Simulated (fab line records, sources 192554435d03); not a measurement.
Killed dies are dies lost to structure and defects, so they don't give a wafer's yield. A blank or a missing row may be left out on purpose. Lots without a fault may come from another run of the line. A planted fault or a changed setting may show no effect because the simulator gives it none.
fab line records | flow n5_finfet
record lots=24 wafers=72 last_day=18
route steps=1938 shown BEOL_M2@902 BEOL_M3@944
lots that met no fault: from a run of the same line without faults
start_h: hours from the record's first day to the start of the lot's first wafer shown | wait_h: hours since the lot's step before | " the same as in the row above | L1.1+2: a row that stands for several wafers | - no value, or no start given | * or withheld: withheld | < > ~ a bound
route shown NAME@n: a module of which the file shows steps, and the number in the route of the first | usual: mean/standard deviation of fault-free wafers | same: alike in all rows | chamber/n: place in a boat | sites: the reading at each site | _std_site: their standard deviation | _edge_site: outer sites' mean less inner sites' | radius_mm: how far each site lies from the wafer's centre | mask NAME#n: copy n | behind: the tool/chamber that last shaped the wafer | hold: why the lot was held/for how many hours/how that ended | device: the transistor (n, p or np) that didn't switch | end of line: the same wafers' tests at the end of the route | a step without rows: its recipe alone | killed: dies lost to structure and defects at the first sort, not the wafer's yield | map: a wafer's dies, x killed, . not, _ none there
set.NAME: the setting as run; set.NAME@STEP: as run at that earlier step | model.NAME: the simulator's own value behind a step, which no gauge read
steps of the route over a sample of lots; a table a step, a row a wafer
services: from which hour (start_h, from the record's first day; less than 0 if before it) a tool's chamber was out of use, for how many hours, and why
## steps
# step N5_BEOL_M2_SURFACE_TREAT_85
# recipe gas=Ar time_s=* ion_energy_ev=* ion_current_ma_cm2=0.5 pressure_mtorr=* ar_flow_sccm=30
# usual throttle_valve_pct=*
# columns lot.wafer tool chamber start_h wait_h throttle_valve_pct
L074.2 pvd_sputter-02 - 135.33 0.9 *
L074.4 " - " " *
L074.6 " - " " *
L075.1 pvd_sputter-03 - 147.41 0.2 *
L075.4 " - " " *
L075.6 " - " " *
L076.3 pvd_sputter-03 - 155.76 0.1 *
L076.5 " - " " *
L076.6 " - " " *
L077.2 pvd_sputter-01 - 174.91 0.1 *
L077.4 " - " " *
L077.5 " - " " *
L078.1 pvd_sputter-03 - 175.54 0.2 *
L078.3 " - " " *
L078.4 " - " " *
L079.1 pvd_sputter-03 - 184.90 0.2 *
L079.3 " - " " *
L079.4 " - " " *
L080.2 pvd_sputter-02 - 186.90 1.7 *
L080.3 " - " " *
L080.6 " - " " *
L082.4 pvd_sputter-01 - 188.20 0.0 *
L082.5 " - " " *
L082.6 " - " " *
L081.3 pvd_sputter-02 - 191.22 0.2 *
L081.5 " - " " *
L081.6 " - " " *
L085.2 pvd_sputter-01 - 205.34 0.6 *
L085.3 " - " " *
L085.5 " - " " *
L083.4 pvd_sputter-03 - 207.30 1.7 *
L083.5 " - " " *
L083.6 " - " " *
L084.3 pvd_sputter-03 - 208.32 0.2 *
L084.4 " - " " *
L084.5 " - " " *
L086.1 pvd_sputter-02 - 215.09 0.2 *
L086.3 " - " " *
L086.5 " - " " *
L088.2 pvd_sputter-03 - 217.66 0.1 *
L088.4 " - " " *
L088.5 " - " " *
L087.1 pvd_sputter-02 - 220.29 0.1 *
L087.3 " - " " *
L087.6 " - " " *
L089.4 pvd_sputter-01 - 228.92 0.2 *
L089.5 " - " " *
L089.6 " - " " *
L090.1 pvd_sputter-01 - 243.95 0.2 *
L090.3 " - " " *
L090.5 " - " " *
L091.3 pvd_sputter-03 - 247.34 0.2 *
L091.5 " - " " *
L091.6 " - " " *
L093.2 pvd_sputter-02 - 251.46 0.2 *
L093.3 " - " " *
L093.5 " - " " *
L092.2 pvd_sputter-03 - 261.44 0.2 *
L092.3 " - " " *
L092.6 " - " " *
L094.1 pvd_sputter-03 - 264.54 0.2 *
L094.5 " - " " *
L094.6 " - " " *
L095.1 pvd_sputter-02 - 276.47 0.2 *
L095.4 " - " " *
L095.5 " - " " *
L096.1 pvd_sputter-01 - 278.06 0.8 *
L096.2 " - " " *
L096.5 " - " " *
L097.2 pvd_sputter-02 - 280.39 0.2 *
L097.3 " - " " *
L097.5 " - " " *
# step N5_BEOL_M2_ANNEAL_93
# recipe temp_c=400 time_s=240 ambient=vacuum
# usual heater_power_w=848/69 susceptor_temp_C_max=400.87/0.28
# columns lot.wafer tool chamber start_h wait_h heater_power_w susceptor_temp_C_max
L074.2 pvd_sputter-02 - 137.11 0.0 886 400.98
L074.4 " - " " 975 400.49
L074.6 " - " " 911 400.91
L075.1 pvd_sputter-02 - 149.06 0.0 903 401.18
L075.4 " - " " 752 400.61
L075.6 " - " " 899 401.11
L076.3 pvd_sputter-02 - 157.50 0.0 930 401.11
L076.5 " - " " 761 400.73
L076.6 " - " " 920 400.78
L077.2 pvd_sputter-01 - 176.53 0.0 736 400.85
L077.4 " - " " 900 400.63
L077.5 " - " " 795 401.10
L078.1 pvd_sputter-01 - 178.37 0.0 749 401.13
L078.3 " - " " 899 400.57
L078.4 " - " " 800 401.33
L079.1 pvd_sputter-01 - 186.52 0.0 790 401.00
L079.3 " - " " 726 400.54
L079.4 " - " " 903 401.01
L080.2 pvd_sputter-03 - 188.60 0.0 894 401.16
L080.3 " - " " 789 400.47
L080.6 " - " " 827 400.78
L082.4 pvd_sputter-03 - 190.44 0.0 811 401.48
L082.5 " - " " 801 400.60
L082.6 " - " " 863 401.17
L081.3 pvd_sputter-03 - 192.88 0.0 854 400.79
L081.5 " - " " 876 400.93
L081.6 " - " " 807 400.35
L085.2 pvd_sputter-02 - 207.03 0.0 767 400.41
L085.3 " - " " 969 401.07
L085.5 " - " " 861 400.90
L083.4 pvd_sputter-01 - 209.08 0.0 894 400.75
L083.5 " - " " 758 400.85
L083.6 " - " " 895 400.93
L084.3 pvd_sputter-03 - 209.94 0.0 822 400.91
L084.4 " - " " 842 400.78
L084.5 " - " " 859 400.74
L086.1 pvd_sputter-01 - 218.38 0.0 920 400.94
L086.3 " - " " 888 400.90
L086.5 " - " " 768 401.12
L088.2 pvd_sputter-02 - 219.31 0.0 903 400.79
L088.4 " - " " 977 400.65
L088.5 " - " " 881 400.39
L087.1 pvd_sputter-01 - 222.05 0.0 808 401.10
L087.3 " - " " 900 400.95
L087.6 " - " " 788 401.09
L089.4 pvd_sputter-02 - 230.65 0.0 991 400.94
L089.5 " - " " 749 400.92
L089.6 " - " " 992 400.39
L090.1 pvd_sputter-01 - 245.57 0.0 877 400.18
L090.3 " - " " 902 401.07
L090.5 " - " " 884 400.49
L091.3 pvd_sputter-01 - 250.45 0.0 743 400.89
L091.5 " - " " 778 400.69
L091.6 " - " " 731 400.95
L093.2 pvd_sputter-01 - 253.39 0.0 776 400.90
L093.3 " - " " 863 400.76
L093.5 " - " " 899 401.16
L092.2 pvd_sputter-01 - 263.06 0.0 895 401.02
L092.3 " - " " 728 400.68
L092.6 " - " " 745 401.06
L094.1 pvd_sputter-03 - 266.25 0.0 903 400.85
L094.5 " - " " 818 400.72
L094.6 " - " " 842 400.77
L095.1 pvd_sputter-03 - 278.18 0.0 817 400.83
L095.4 " - " " 934 401.18
L095.5 " - " " 954 400.92
L096.1 pvd_sputter-03 - 280.02 0.0 907 401.04
L096.2 " - " " 845 401.23
L096.5 " - " " 856 401.63
L097.2 pvd_sputter-03 - 282.26 0.0 844 401.05
L097.3 " - " " 821 400.91
L097.5 " - " " 916 400.93
# step N5_BEOL_M3_CD_MEAS_11
# recipe target_cd_nm=17.05 landing_energy_ev=500 detector=se_inlens polarity=opening
# usual cd_nm=17.19/0.24
# columns lot.wafer tool chamber start_h wait_h cd_nm
L074.2 cd_sem-03 0 139.59 - 17.10
L074.4 " 0 " " 16.90
L074.6 " 0 " " 17.32
L075.1 cd_sem-02 0 151.09 - 17.57
L075.4 " 0 " " 17.26
L075.6 " 0 " " 17.29
L076.3 cd_sem-02 0 162.23 - 17.49
L076.5 " 0 " " 17.44
L076.6 " 0 " " 17.74
L077.2 cd_sem-02 0 179.28 - 17.27
L077.4 " 0 " " 16.81
L077.5 " 0 " " 17.08
L078.1 cd_sem-01 0 181.96 - 16.99
L078.3 " 0 " " 17.11
L078.4 " 0 " " 17.19
L079.1 cd_sem-01 0 188.56 - 16.60
L079.3 " 0 " " 17.04
L079.4 " 0 " " 17.25
L080.2 cd_sem-03 0 191.15 - 17.13
L080.3 " 0 " " 17.08
L080.6 " 0 " " 17.20
L082.4 cd_sem-03 0 194.65 - 17.51
L082.5 " 0 " " 16.81
L082.6 " 0 " " 16.93
L081.3 cd_sem-01 0 195.76 - 16.92
L081.5 " 0 " " 17.26
L081.6 " 0 " " 16.94
L085.2 cd_sem-01 0 211.12 - 17.24
L085.3 " 0 " " 17.18
L085.5 " 0 " " 17.57
L083.4 cd_sem-01 0 211.88 - 17.33
L083.5 " 0 " " 17.18
L083.6 " 0 " " 17.24
L084.3 cd_sem-03 0 212.52 - 16.81
L084.4 " 0 " " 16.86
L084.5 " 0 " " 17.56
L086.1 cd_sem-02 0 223.16 - 16.89
L086.3 " 0 " " 16.81
L086.5 " 0 " " 17.10
L088.2 cd_sem-02 0 223.40 - 17.35
L088.4 " 0 " " 17.39
L088.5 " 0 " " 17.22
L087.1 cd_sem-01 0 224.50 - 17.49
L087.3 " 0 " " 17.25
L087.6 " 0 " " 17.01
L089.4 cd_sem-02 0 233.33 - 17.29
L089.5 " 0 " " 16.94
L089.6 " 0 " " 17.16
L090.1 cd_sem-02 0 249.89 - 17.43
L090.3 " 0 " " 17.21
L090.5 " 0 " " 17.21
L091.3 cd_sem-01 0 253.03 - 17.49
L091.5 " 0 " " 17.02
L091.6 " 0 " " 17.43
L093.2 cd_sem-01 0 255.84 - 17.38
L093.3 " 0 " " 17.22
L093.5 " 0 " " 17.60
L092.2 cd_sem-02 0 265.14 - 17.38
L092.3 " 0 " " 17.24
L092.6 " 0 " " 17.16
L094.1 cd_sem-02 0 268.59 - 17.04
L094.5 " 0 " " 16.98
L094.6 " 0 " " 17.44
L095.1 cd_sem-03 0 280.92 - 16.95
L095.4 " 0 " " 17.28
L095.5 " 0 " " 17.20
L096.1 cd_sem-01 0 283.27 - 17.38
L096.2 " 0 " " 17.18
L096.5 " 0 " " 17.46
L097.2 cd_sem-03 0 286.25 - 17.16
L097.3 " 0 " " 17.16
L097.5 " 0 " " 17.23
# step N5_BEOL_M3_STRIP_19
# recipe chemistry=O2 power_w=400 temp_c=40 pressure_mtorr=30 rf_frequency_hz=6e+07 bias_power_w=0 overash_fraction=0.2 o2_flow_sccm=225
# usual drypump_motor_current_A=5.8/0.41 oes_product_au=0.76/0.078 rf_vpp_V=3.6/0.46 showerhead_plenum_p_Torr=2.09/0.081 throttle_valve_pct=16.70/0.21
# same overash_fraction=0.2
# columns lot.wafer tool chamber start_h wait_h drypump_motor_current_A oes_product_au rf_hours_counter_h rf_vpp_V showerhead_plenum_p_Torr throttle_valve_pct
L074.2 rie_diel-02 1 140.07 0.1 6.4 0.68 235 3.9 2.04 16.60
L074.4 " 3 " " 4.9 0.74 189 4.2 2.01 17.08
L074.6 " 2 " " 5.8 0.77 - 3.1 2.11 16.83
L075.1 rie_diel-04 1 151.57 0.1 5.2 0.68 229 3.3 2.17 16.87
L075.4 " 3 " " 6.3 0.87 41 3.4 2.24 16.67
L075.6 " 0 " " 5.5 0.71 - 4.3 1.98 16.82
L076.3 rie_diel-03 1 162.71 0.1 5.7 0.77 137 4.3 2.09 16.43
L076.5 " 3 " " 5.5 0.70 - 3.2 2.18 16.71
L076.6 " 0 " " 5.9 0.87 - 4.2 2.03 16.34
L077.2 rie_diel-02 3 179.85 0.1 4.9 0.73 200 3.5 2.01 17.11
L077.4 " 3 " " 4.9 0.72 - 3.9 2.01 17.11
L077.5 " 1 " " 6.3 0.67 - 2.8 2.04 16.62
L078.1 rie_diel-03 2 182.45 0.1 6.0 0.77 165 3.7 2.00 16.73
L078.3 " 0 " " 5.9 0.86 54 3.4 2.03 16.34
L078.4 " 1 " " 5.7 0.77 142 3.5 2.09 16.43
L079.1 rie_diel-02 3 189.05 0.1 4.9 0.73 204 3.9 2.01 17.11
L079.3 " 2 " " 5.8 0.76 141 3.8 2.10 16.88
L079.4 " 1 " " 6.3 0.66 - 3.8 2.04 16.63
L080.2 rie_diel-02 1 191.70 0.1 6.3 0.67 250 3.6 2.04 16.62
L080.3 " 3 " " 4.9 0.73 205 3.3 2.01 17.11
L080.6 " 3 " " 4.9 0.72 - 3.7 2.01 17.12
L082.4 rie_diel-04 3 195.33 0.3 6.3 0.87 53 3.9 2.24 16.71
L082.5 " 2 " " 5.8 0.74 - 3.3 2.07 16.58
L082.6 " 3 " " 6.3 0.87 - 3.1 2.24 16.73
L081.3 rie_diel-03 3 196.27 0.1 5.5 0.70 189 3.8 2.17 16.72
L081.5 " 3 " " 5.5 0.71 - 3.2 2.17 16.72
L081.6 " 2 " " 6.0 0.76 - 3.1 2.00 16.72
L085.2 rie_diel-04 3 211.60 0.1 6.3 0.86 58 3.6 2.24 16.73
L085.3 " 1 " " 5.2 0.67 245 3.6 2.16 16.89
L085.5 " 1 " " 5.2 0.67 - 3.5 2.16 16.89
L083.4 rie_diel-02 3 212.38 0.1 4.9 0.72 - 3.7 2.00 17.14
L083.5 " 0 " " 5.7 0.95 - 3.5 2.14 16.39
L083.6 " 2 " " 5.9 0.75 - 2.9 2.10 16.88
L084.3 rie_diel-04 1 213.13 0.2 5.2 0.66 246 3.5 2.16 16.92
L084.4 " 3 " " 6.3 0.85 58 2.7 2.24 16.74
L084.5 " 2 " " 5.8 0.73 - 4.6 2.07 16.59
L086.1 rie_diel-04 1 223.65 0.1 5.2 0.67 250 3.8 2.16 16.90
L086.3 " 0 " " 5.5 0.69 229 2.9 1.97 16.85
L086.5 " 1 " " 5.2 0.66 - 3.3 2.16 16.90
L088.2 rie_diel-04 2 223.92 0.1 5.8 0.73 176 4.8 2.06 16.60
L088.4 " 3 " " 6.3 0.86 61 3.3 2.23 16.76
L088.5 " 3 " " 6.3 0.85 - 3.3 2.23 16.75
L087.1 rie_diel-04 2 224.98 0.1 5.8 0.73 176 3.1 2.06 16.61
L087.3 " 1 " " 5.2 0.67 250 3.3 2.16 16.90
L087.6 " 0 " " 5.5 0.69 - 3.7 1.97 16.83
L089.4 rie_diel-04 3 233.83 0.1 6.3 0.84 - 4.1 2.23 16.74
L089.5 " 2 " " 5.8 0.72 - 4.0 2.06 16.57
L089.6 " 0 " " 5.5 0.68 - 3.7 1.97 16.85
L090.1 rie_diel-02 0 250.82 0.1 5.7 0.92 19 3.5 2.14 16.40
L090.3 " 1 " " 6.4 0.95 9 3.6 2.03 16.19
L090.5 " 0 " " 5.7 0.92 - 3.9 2.14 16.40
L091.3 rie_diel-04 3 253.50 0.1 6.3 0.84 72 3.5 2.23 16.76
L091.5 " 0 " " 5.5 0.68 - 4.3 1.97 16.87
L091.6 " 3 " " 6.3 0.83 - 3.6 2.23 16.76
L093.2 rie_diel-02 0 256.45 0.1 5.7 0.90 20 3.2 2.14 16.42
L093.3 " 1 " " 6.4 0.95 10 3.2 2.03 16.20
L093.5 " 1 " " 6.3 0.95 - 3.1 2.03 16.19
L092.2 rie_diel-03 3 265.74 0.1 5.5 0.69 209 3.7 2.17 16.74
L092.3 " 2 " " 6.0 0.75 190 2.9 1.99 16.77
L092.6 " 2 " " 6.0 0.74 - 3.8 1.99 16.76
L094.1 rie_diel-03 1 269.28 0.1 5.7 0.75 168 3.0 2.08 16.48
L094.5 " 1 " " 5.7 0.75 - 3.7 2.08 16.48
L094.6 " 2 " " 6.0 0.74 - 4.2 1.99 16.74
L095.1 rie_diel-03 3 281.41 0.1 5.5 0.69 213 3.9 2.16 16.77
L095.4 " 0 " " 5.9 0.82 82 3.7 2.02 16.40
L095.5 " 1 " " 5.7 0.76 - 3.8 2.08 16.49
L096.1 rie_diel-04 2 283.92 0.1 5.8 0.71 194 3.4 2.06 16.63
L096.2 " 1 " " 5.2 0.95 7 3.4 2.16 16.43
L096.5 " 1 " " 5.2 0.95 - 4.2 2.16 16.43
L097.2 rie_diel-03 2 287.17 0.2 6.0 0.74 197 4.4 1.99 16.77
L097.3 " 3 " " 5.5 0.68 215 3.5 2.16 16.78
L097.5 " 1 " " 5.7 0.74 - 3.1 2.08 16.48
# step N5_BEOL_M3_INSPECT_30
# recipe mode=adi inspect_instrument=brightfield
# usual raw_defect_count=384/83
# columns lot.wafer tool chamber start_h wait_h raw_defect_count
L074.2 defect_inspect-01 - 140.55 0.0 383
L074.4 " - " " 292
L074.6 " - " " 483
L075.1 defect_inspect-01 - 152.05 0.1 286
L075.4 " - " " 327
L075.6 " - " " 225
L076.3 defect_inspect-01 - 163.31 0.0 450
L076.5 " - " " 478
L076.6 " - " " 371
L077.2 defect_inspect-02 - 180.32 0.0 377
L077.4 " - " " 349
L077.5 " - " " 430
L078.1 defect_inspect-02 - 182.93 0.1 261
L078.3 " - " " 235
L078.4 " - " " 398
L079.1 defect_inspect-02 - 189.52 0.1 364
L079.3 " - " " 306
L079.4 " - " " 286
L080.2 defect_inspect-01 - 192.17 0.0 260
L080.3 " - " " 370
L080.6 " - " " 309
L082.4 defect_inspect-01 - 195.81 0.0 494
L082.5 " - " " 368
L082.6 " - " " 481
L081.3 defect_inspect-01 - 196.75 0.0 430
L081.5 " - " " 414
L081.6 " - " " 570
L085.2 defect_inspect-01 - 212.20 0.0 403
L085.3 " - " " 335
L085.5 " - " " 363
L083.4 defect_inspect-01 - 212.85 0.0 370
L083.5 " - " " 217
L083.6 " - " " 367
L084.3 defect_inspect-01 - 213.63 0.0 365
L084.4 " - " " 526
L084.5 " - " " 357
L086.1 defect_inspect-01 - 224.13 0.1 432
L086.3 " - " " 311
L086.5 " - " " 300
L088.2 defect_inspect-01 - 224.39 0.0 550
L088.4 " - " " 473
L088.5 " - " " 352
L087.1 defect_inspect-01 - 225.46 0.1 448
L087.3 " - " " 584
L087.6 " - " " 534
L089.4 defect_inspect-01 - 234.43 0.0 377
L089.5 " - " " 364
L089.6 " - " " 391
L090.1 defect_inspect-02 - 251.29 0.1 356
L090.3 " - " " 375
L090.5 " - " " 315
L091.3 defect_inspect-01 - 253.98 0.0 233
L091.5 " - " " 311
L091.6 " - " " 238
L093.2 defect_inspect-01 - 257.06 0.0 455
L093.3 " - " " 258
L093.5 " - " " 345
L092.2 defect_inspect-01 - 266.26 0.0 342
L092.3 " - " " 407
L092.6 " - " " 388
L094.1 defect_inspect-01 - 269.76 0.1 446
L094.5 " - " " 496
L094.6 " - " " 583
L095.1 defect_inspect-02 - 282.01 0.1 330
L095.4 " - " " 353
L095.5 " - " " 352
L096.1 defect_inspect-02 - 284.54 0.1 345
L096.2 " - " " 483
L096.5 " - " " 458
L097.2 defect_inspect-02 - 287.65 0.0 402
L097.3 " - " " 334
L097.5 " - " " 330
# step N5_BEOL_M3_DESCUM_33
# recipe chemistry=O2 time_s=7 source_power_w=50 bias_power_w=20 pressure_mtorr=20 rf_frequency_hz=2.712e+07 temp_c=40 resist=CAR-EUV o2_flow_sccm=225
# usual drypump_motor_current_A=5.7/0.36 oes_product_au=0.77/0.085 rf_vpp_V=243.2/1.4 showerhead_plenum_p_Torr=2.09/0.084 throttle_valve_pct=20.42/0.22
# columns lot.wafer tool chamber start_h wait_h drypump_motor_current_A oes_product_au rf_hours_counter_h rf_vpp_V showerhead_plenum_p_Torr throttle_valve_pct
L074.2 rie_diel-03 1 140.58 0.0 5.7 0.79 130 241.6 2.09 20.12
L074.4 " 3 " " 5.5 0.71 173 244.2 2.17 20.40
L074.6 " 0 " " 6.0 0.87 - 242.4 2.03 20.10
L075.1 rie_diel-03 2 152.09 0.0 6.0 0.77 159 241.1 2.00 20.44
L075.4 " 0 " " 5.9 0.87 45 241.9 2.02 20.09
L075.6 " 0 " " 5.9 0.87 - 242.4 2.03 20.08
L076.3 rie_diel-02 3 163.34 0.0 4.9 0.72 196 240.7 2.01 20.89
L076.5 " 2 " " 5.8 0.77 - 243.1 2.10 20.62
L076.6 " 1 " " 6.3 0.67 - 241.1 2.03 20.28
L077.2 rie_diel-04 2 180.36 0.0 5.8 0.74 163 242.8 2.06 20.26
L077.4 " 1 " " 5.2 0.67 - 244.3 2.16 20.65
L077.5 " 2 " " 5.8 0.75 - 243.1 2.06 20.24
L078.1 rie_diel-03 2 182.96 0.0 6.0 0.76 165 241.8 2.00 20.47
L078.3 " 3 " " 5.5 0.70 185 244.2 2.17 20.44
L078.4 " 1 " " 5.7 0.77 142 244.0 2.09 20.17
L079.1 rie_diel-03 3 189.56 0.0 5.5 0.70 187 243.9 2.17 20.44
L079.3 " 1 " " 5.7 0.78 145 244.4 2.09 20.17
L079.4 " 2 " " 6.1 0.77 168 241.1 2.00 20.47
L080.2 rie_diel-04 2 192.21 0.0 5.8 0.74 167 243.9 2.06 20.27
L080.3 " 0 " " 5.5 0.70 221 241.5 1.97 20.52
L080.6 " 1 " " 5.2 0.67 - 244.9 2.16 20.65
L082.4 rie_diel-02 2 195.86 0.0 5.8 0.76 - 243.3 2.10 20.64
L082.5 " 0 " " 5.7 0.98 - 243.3 2.14 20.19
L082.6 " 3 " " 4.9 0.72 - 242.6 2.00 20.91
L081.3 rie_diel-03 2 196.78 0.0 6.0 0.76 171 242.7 1.99 20.45
L081.5 " 1 " " 5.7 0.77 - 243.3 2.08 20.18
L081.6 " 0 " " 5.9 0.86 - 242.3 2.02 20.10
L085.2 rie_diel-03 3 212.24 0.0 5.5 0.69 194 244.5 2.17 20.43
L085.3 " 1 " " 5.7 0.77 152 243.7 2.08 20.18
L085.5 " 3 " " 5.6 0.70 - 244.9 2.17 20.44
L083.4 rie_diel-04 2 213.17 0.3 5.8 0.74 173 242.4 2.06 20.28
L083.5 " 0 " " 5.5 0.69 - 241.3 1.97 20.54
L083.6 " 3 " " 6.3 0.85 - 243.1 2.23 20.61
L084.3 rie_diel-04 1 214.06 0.4 5.2 0.66 246 244.0 2.16 20.67
L084.4 " 0 " " 5.5 0.69 226 243.0 1.97 20.53
L084.5 " 2 " " 5.8 0.73 - 243.0 2.06 20.27
L086.1 rie_diel-04 2 224.16 0.0 5.8 0.73 176 245.0 2.06 20.27
L086.3 " 1 " " 5.2 0.68 250 243.5 2.16 20.68
L086.5 " 2 " " 5.8 0.73 - 244.2 2.06 20.28
L088.2 rie_diel-02 2 224.43 0.0 5.9 0.76 155 244.1 2.09 20.66
L088.4 " 1 " " 6.3 1.00 1 242.6 2.03 19.96
L088.5 " 0 " " 5.7 0.94 - 242.5 2.14 20.19
L087.1 rie_diel-04 3 225.49 0.0 6.3 0.86 61 245.8 2.23 20.59
L087.3 " 0 " " 5.5 0.70 229 242.8 1.97 20.54
L087.6 " 2 " " 5.8 0.72 - 242.7 2.06 20.26
L089.4 rie_diel-03 0 234.46 0.0 5.9 0.84 68 242.3 2.02 20.13
L089.5 " 0 " " 5.9 0.84 - 241.1 2.02 20.13
L089.6 " 3 " " 5.5 0.70 - 244.8 2.16 20.44
L090.1 rie_diel-04 2 251.40 0.1 5.8 0.72 186 243.9 2.06 20.30
L090.3 " 3 " " 6.3 0.83 71 245.1 2.23 20.61
L090.5 " 2 " " 5.8 0.72 - 243.3 2.06 20.29
L091.3 rie_diel-03 2 254.02 0.0 6.0 0.75 187 241.0 1.99 20.48
L091.5 " 3 " " 5.5 0.68 - 244.9 2.16 20.45
L091.6 " 0 " " 5.9 0.83 - 242.4 2.02 20.13
L093.2 rie_diel-04 0 257.09 0.0 5.5 0.68 240 242.9 1.96 20.54
L093.3 " 3 " " 6.3 0.83 73 245.7 2.23 20.63
L093.5 " 0 " " 5.5 0.68 - 239.8 1.96 20.56
L092.2 rie_diel-02 0 266.46 0.2 5.7 0.91 23 243.2 2.13 20.23
L092.3 " 2 " " 5.8 0.75 167 243.8 2.09 20.67
L092.6 " 0 " " 5.7 0.90 - 244.6 2.13 20.21
L094.1 rie_diel-04 2 269.82 0.1 5.8 0.72 191 242.7 2.05 20.30
L094.5 " 0 " " 5.5 0.68 - 240.2 1.96 20.54
L094.6 " 3 " " 6.3 0.83 - 243.5 2.22 20.63
L095.1 rie_diel-04 0 282.04 0.0 5.5 0.68 247 242.2 1.96 20.56
L095.4 " 3 " " 6.3 0.83 78 246.2 2.22 20.62
L095.5 " 3 " " 6.3 0.83 - 243.2 2.22 20.64
L096.1 rie_diel-03 1 284.58 0.0 5.7 0.75 173 244.4 2.08 20.21
L096.2 " 3 " " 5.5 0.68 215 242.8 2.16 20.46
L096.5 " 3 " " 5.5 0.68 - 243.5 2.16 20.48
L097.2 rie_diel-04 1 287.68 0.0 5.2 0.94 9 244.1 2.15 20.26
L097.3 " 3 " " 6.3 0.81 81 245.3 2.22 20.64
L097.5 " 1 " " 5.2 0.95 - 244.3 2.15 20.25
## services
# columns tool chamber start_h hours kind
rie_diel-04 3 116.29 12.9 repair
pvd_sputter-02 - 162.27 23.5 repair
rie_diel-02 0 174.77 - clean
rie_diel-02 0 174.77 - consumable_replace:focus_ring
rie_diel-02 0 174.77 19.6 scheduled_down
rie_diel-02 0 174.77 19.6 vent_cycle
rie_diel-04 0 176.83 7.2 repair
rie_diel-02 1 194.32 - clean
rie_diel-02 1 194.32 - consumable_replace:focus_ring
rie_diel-02 1 194.32 25.5 scheduled_down
rie_diel-02 1 194.32 25.5 vent_cycle
rie_diel-04 0 204.06 8.8 repair
rie_diel-04 1 225.88 - clean
rie_diel-04 1 225.88 - consumable_replace:focus_ring
rie_diel-04 1 225.88 31.8 scheduled_down
rie_diel-04 1 225.88 31.8 vent_cycle
rie_diel-02 1 257.11 6.0 repair
rie_diel-04 0 284.54 18.3 repair
## key
fault none
